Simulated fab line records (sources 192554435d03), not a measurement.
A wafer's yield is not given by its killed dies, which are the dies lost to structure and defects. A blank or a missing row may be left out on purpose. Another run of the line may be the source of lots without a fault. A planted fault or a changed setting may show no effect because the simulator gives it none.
Comparing a struck lot with a sound one ; flow n5Finfet ; 15 out of 1938 route steps
Sound: the wafers L441.1, L441.2, L441.5. Struck: wafers L448.1, L448.4, L448.6. The cause comes at the end.
At each step with rows: each side's tool, then ch and its chambers, then its first start. Under that, the readings that differ: sound wafers ; struck wafers ; difference of the means ; sigmas: that difference in standard deviations of wafers without a fault.
alike: readings whose means differ by less than 2 such deviations, and words and numbers that are the same on both sides. not compared: withheld readings, readings that some wafer has no value for, bounds like >300 that may hide the same value, and numbers for which the record gives no deviation and whose values overlap.
The two part at a step that has a row with sigmas, a row that says differs or no value, or rows on one side only. Numbers that have no deviation but don't overlap get no sigmas and don't part them. A reading missing from all wafers of one side parts the sides only when that side holds two or more wafers.

first, 1 step without rows for these wafers: N5_MOL_CONTACT_COAG_SRD_139 (time 30 s).
N5_MOL_CONTACT_COAG_CD_MEAS_101: the cd target is 16 nm.
  struck on cdSem-02, day 9 10:31; sound on cdSem-03, day 7 21:47
  alike: cdNm
following that, these wafers have no rows for 1 step: N5_MOL_CONTACT_COAG_PRE_CLEAN_121.
N5_MOL_CONTACT_COAG_CVD_140: deposits W, target thk 66.5 nm, time 215 s.
  sound on cvdW-02 ch 0,1, day 7 21:55; struck on cvdW-01 ch 0, day 9 10:38
  alike: heaterPowerW
then, 2 steps without rows for these wafers: N5_MOL_CONTACT_COAG_PRECLEAN_127 (cleans in DIW, time 57.5 s); N5_MOL_CONTACT_COAG_SRD_128 (dry time 32 s).
N5_MOL_CONTACT_COAG_CMP_52: polishes, stops on SiO2, t overpolish 1.5 s, target thk 66.5 nm.
  sound on cmp-04 ch 2,3, day 7 22:17; struck on cmp-01 ch 0,1,2, day 9 11:08
  alike: motorCurrentA, overpolishRunS, timeToEndpointS
N5_MOL_CONTACT_COAG_THK_MEAS_53:
  struck on filmMetro-02, day 9 11:22; sound on filmMetro-02, day 7 22:32
  alike: VIA_MOL_THK
N5_MOL_CONTACT_COAG_ANNEAL_112: time 1800 s.
  sound on hpAnneal-01 ch 0, day 7 22:34; struck on hpAnneal-01 ch 0, day 9 11:23
  alike: spikeTcCentreC, wafer_temp_C_max, zonePowerUpperPct
N5_MOL_CONTACT_COAG_INSPECT_97: inspects for defects (darkfield).
  struck on defectInspect-01, day 9 14:25; sound on defectInspect-02, day 8 01:35
  alike: rawDefectCount
N5_BEOL_M0_SAQP_PECVD_00: deposits SiCN from 3MS/NH3, target thk 8 nm, time 14 s.
  sound on pecvd-03 ch 0,1, day 8 01:55; struck on pecvd-02 ch 0,2, day 9 14:44
  alike: showerheadPlenumPTorr, throttleValvePct
N5_BEOL_M0_SAQP_ILD_DEP_01: deposits SiOC from DEMS/O2, target thk 45.419 nm, time 8.7 s.
  sound on pecvd-03 ch 0,1, day 8 01:57; struck on pecvd-02 ch 0,2, day 9 14:46
  no value came back on the struck wafers for any of 5 readings (chamberPressureTorr (Torr), heaterPowerOuterW (W) and others); on the sound wafers chamberPressureTorr (Torr) reads 4.989 5.007 4.995
N5_BEOL_M0_SAQP_HM_DEP_02: deposits TiN, target thk 12 nm.
  struck on pvdSputter-01, day 9 15:23; sound on pvdSputter-03, day 8 02:20
  alike: chamberPressurePa, substrateTempC, throttleValvePct
N5_BEOL_M4_RC_MEAS_101:
  the record has rows for the sound wafers here (prober-01 ch 0, day 10 17:03) and none for the struck ones
-- here the record skips 7 days between the struck wafers' starts before and after, leaving off in module BEOL_M4 and picking up in module PASSIVATION (first step shown: number 1936 of the route) --
N5_PASSIVATION_PROBE_49:
  the record has rows for the struck wafers here (prober-02, day 16 18:14) and none for the sound ones

WHERE THEY PART
First at N5_BEOL_M0_SAQP_ILD_DEP_01; last, within this record, at N5_PASSIVATION_PROBE_49.

WHY: what the simulator had put in
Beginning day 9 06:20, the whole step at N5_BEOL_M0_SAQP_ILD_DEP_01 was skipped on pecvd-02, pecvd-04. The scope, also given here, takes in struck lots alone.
